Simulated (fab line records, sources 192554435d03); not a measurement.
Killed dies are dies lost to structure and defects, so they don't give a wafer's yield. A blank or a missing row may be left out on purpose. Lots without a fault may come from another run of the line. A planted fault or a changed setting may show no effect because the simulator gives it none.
Split-lot experiment | flow n5_finfet | 7 lots, 21 wafers read, on a route of 1938 steps

THE SPLIT
At N5_PMOS_HMC_CHANNEL_EPI_PEB_07 (peb time 60 s), the setting peb_temp_c was moved away from the recipe's 110 C on 4 of the 21 wafers read, by -1.8% to +1.8%. The other wafers ran this setting at the recipe's value.

FROM THE SPLIT TO THE READING: what the file shows between them, 1 step
- N5_PMOS_HMC_CHANNEL_EPI_DEVELOP_08: develop time 30 s

THE READING
cd_nm, in nm, at N5_PMOS_HMC_CHANNEL_EPI_CD_MEAS_09 (target cd 237.4 nm). Fault-free wafers of this fab line usually give 236.7 nm, standard deviation 1.4 nm.

wafer  | tool, chamber at the split | peb_temp_c as run, C | against the recipe | cd_nm, nm | against lot-mates on the recipe
L076.2 | litho_track-04, 0          | 110                  | recipe             | 238.2     | -
L076.5 | litho_track-04, 0          | 110                  | recipe             | 238.1     | -
L076.6 | litho_track-04, 0          | 110                  | recipe             | 238.8     | -
L077.1 | litho_track-03, 0          | 108                  | -1.8%              | 227.7     | -6.8
L077.3 | litho_track-03, 0          | 110                  | recipe             | 234.5     | -
L077.5 | litho_track-03, 0          | 108                  | -1.8%              | 228.8     | -5.7
L083.3 | litho_track-02, 0          | 110                  | recipe             | 236.9     | -
L083.5 | litho_track-02, 0          | 110                  | recipe             | 235.0     | -
L083.6 | litho_track-02, 0          | 110                  | recipe             | 237.4     | -
L084.2 | litho_track-02, 0          | 110                  | recipe             | 238.1     | -
L084.5 | litho_track-02, 0          | 112                  | +1.8%              | 244.6     | +6.5
L084.6 | litho_track-02, 0          | 112                  | +1.8%              | 241.8     | +3.7
L088.4 | litho_track-03, 0          | 110                  | recipe             | 235.3     | -
L088.5 | litho_track-03, 0          | 110                  | recipe             | 235.0     | -
L088.6 | litho_track-03, 0          | 110                  | recipe             | 236.6     | -
L095.2 | litho_track-04, 0          | 110                  | recipe             | 236.6     | -
L095.5 | litho_track-04, 0          | 110                  | recipe             | 237.7     | -
L095.6 | litho_track-04, 0          | 110                  | recipe             | 239.0     | -
L097.3 | litho_track-02, 0          | 110                  | recipe             | 239.0     | -
L097.4 | litho_track-02, 0          | 110                  | recipe             | 237.3     | -
L097.5 | litho_track-02, 0          | 110                  | recipe             | 237.6     | -

THE FIT
A straight line over all 21 wafers: cd_nm changes by +4.11 nm for each +1% of peb_temp_c; r = +0.91; the points scatter about the line by 1.5 nm.
The same after taking each lot's own level away (the mean of its wafers on the recipe; 21 wafers): +3.12 nm for each +1%; r = +0.95; scatter 0.89 nm.
On that fit, the largest move of peb_temp_c shifts the reading by 5.7 nm.
The lots' own levels span 234.50 to 238.37 nm, that is 2.8 times the standard deviation above.
So the lot-to-lot level changes the slope: the two fits differ.
Check: with one of the wafers moved furthest among these (-1.8%) left out of the fit, the line predicts -5.35 nm for it against its lot-mates. It came out at -6.8 nm against them.

THE WHOLE CHAIN: every reading that the file lists as answering this split, in the file's order
step                               | what it does                                                           | reading                                                                     | change (the file's fit)              | r (the file's)
N5_PMOS_HMC_CHANNEL_EPI_CD_MEAS_09 | target cd 237.4 nm                                                     | cd_nm                                                                       | +3.1 nm for each +1% of the setting  | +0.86
N5_PMOS_HMC_CHANNEL_EPI_DESCUM_14  | chemistry O2, time 7.9 s                                               | PMOS_HMC_CHANNEL_EPI.cd_nm (the simulator's own value, which no gauge read) | +3.03 nm for each +1% of the setting | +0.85
N5_PMOS_HMC_CHANNEL_EPI_ETCH_32    | etches BARC in N2/H2, stops on SiO2, target depth 85.8 nm, time 50.3 s | PMOS_HMC_CHANNEL_EPI.cd_nm (the simulator's own value, which no gauge read) | +3.45 nm for each +1% of the setting | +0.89

THE FILE'S OWN FIT
cd_nm changes by +3.1 nm for each +1% of peb_temp_c, r = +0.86.
